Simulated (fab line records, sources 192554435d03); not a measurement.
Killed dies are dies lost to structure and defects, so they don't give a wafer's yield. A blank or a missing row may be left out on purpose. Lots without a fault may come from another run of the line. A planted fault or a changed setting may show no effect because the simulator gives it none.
Split-lot experiment | flow n5_finfet | 7 lots, 21 wafers read, on a route of 1938 steps

THE SPLIT
At N5_HKMG_FIN_ETCH_31 (etches SiARC in CF4, target depth 45.5 nm, time 75.8 s), the setting bias_w was moved away from the recipe's 36 W on 5 of the 21 wafers read, by -6.2% to +17.9%. The other wafers ran this setting at the recipe's value.

The reading is taken at the split's own step.

THE READING
rf_vpp_V, in V, at N5_HKMG_FIN_ETCH_31 (etches SiARC in CF4, target depth 45.5 nm, time 75.8 s). Fault-free wafers of this fab line usually give 184.3 V, standard deviation 0.96 V.

wafer  | tool, chamber at the split | bias_w as run, W | against the recipe | rf_vpp_V, V | against lot-mates on the recipe
L080.1 | rie_diel-04, 3             | 36               | recipe             | 184.1       | -
L080.3 | rie_diel-04, 1             | 42.44            | +17.9%             | 206.3       | +21.8
L080.6 | rie_diel-04, 3             | 36               | recipe             | 185.0       | -
L081.1 | rie_diel-04, 1             | 36               | recipe             | 185.5       | -
L081.4 | rie_diel-04, 2             | 40.93            | +13.7%             | 199.9       | +14.4
L081.6 | rie_diel-04, 3             | 40.93            | +13.7%             | 200.7       | +15.2
L082.2 | rie_diel-04, 3             | 36               | recipe             | 183.8       | -
L082.4 | rie_diel-04, 1             | 36               | recipe             | 185.6       | -
L082.5 | rie_diel-04, 1             | 40.31            | +12.0%             | 199.6       | +14.9
L083.4 | rie_diel-03, 3             | 36               | recipe             | 183.7       | -
L083.5 | rie_diel-03, 2             | 36               | recipe             | 183.9       | -
L083.6 | rie_diel-03, 3             | 36               | recipe             | 183.7       | -
L089.2 | rie_diel-04, 0             | 36               | recipe             | 183.2       | -
L089.3 | rie_diel-04, 3             | 36               | recipe             | 183.5       | -
L089.4 | rie_diel-04, 2             | 36               | recipe             | 183.6       | -
L093.1 | rie_diel-04, 2             | 36               | recipe             | 182.6       | -
L093.4 | rie_diel-04, 1             | 36               | recipe             | 185.1       | -
L093.5 | rie_diel-04, 1             | 36               | recipe             | 184.8       | -
L094.2 | rie_diel-03, 0             | 33.77            | -6.2%              | 178.5       | -5.7
L094.3 | rie_diel-03, 2             | 36               | recipe             | 183.8       | -
L094.6 | rie_diel-03, 3             | 36               | recipe             | 184.5       | -

THE FIT
A straight line over all 21 wafers: rf_vpp_V changes by +1.2 V for each +1% of bias_w; r = +0.99; the points scatter about the line by 0.91 V.
The same after taking each lot's own level away (the mean of its wafers on the recipe; 21 wafers): +1.14 V for each +1%; r = +0.99; scatter 0.82 V.
On that fit, the largest move of bias_w shifts the reading by 20 V.
The lots' own levels span 183.43 to 185.50 V, that is 2.2 times the standard deviation above.
So the lot-to-lot level changes the slope little: the two slopes agree.
Check: with one of the wafers moved furthest among these (+17.9%) left out of the fit, the line predicts +19.9 V for it against its lot-mates. It came out at +21.8 V against them.
Tool readings at the split's step, against how far the setting was moved: etch_rf_on_time_s r = -0.84; rf_vpp_V r = +0.99.

OTHER SPLITS ON THESE WAFERS
These wafers also went through other splits before the reading. Each is held against what the fit with the lots' levels taken away leaves over:
other split on the same wafers | wafers away from the commonest value | r with rf_vpp_V (lot level and that fit taken away)
N5_HKMG_FIN_EXPOSE_46 dose_mj  | 5                                    | -0.27

THE WHOLE CHAIN: every reading that the file lists as answering this split, in the file's order
step                | what it does                                           | reading           | change (the file's fit)              | r (the file's)
N5_HKMG_FIN_ETCH_31 | etches SiARC in CF4, target depth 45.5 nm, time 75.8 s | etch_rf_on_time_s | withheld for each +1% of the setting | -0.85
N5_HKMG_FIN_ETCH_31 | etches SiARC in CF4, target depth 45.5 nm, time 75.8 s | rf_vpp_V          | +1.17 V for each +1% of the setting  | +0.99

THE FILE'S OWN FIT
rf_vpp_V changes by +1.17 V for each +1% of bias_w, r = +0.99.
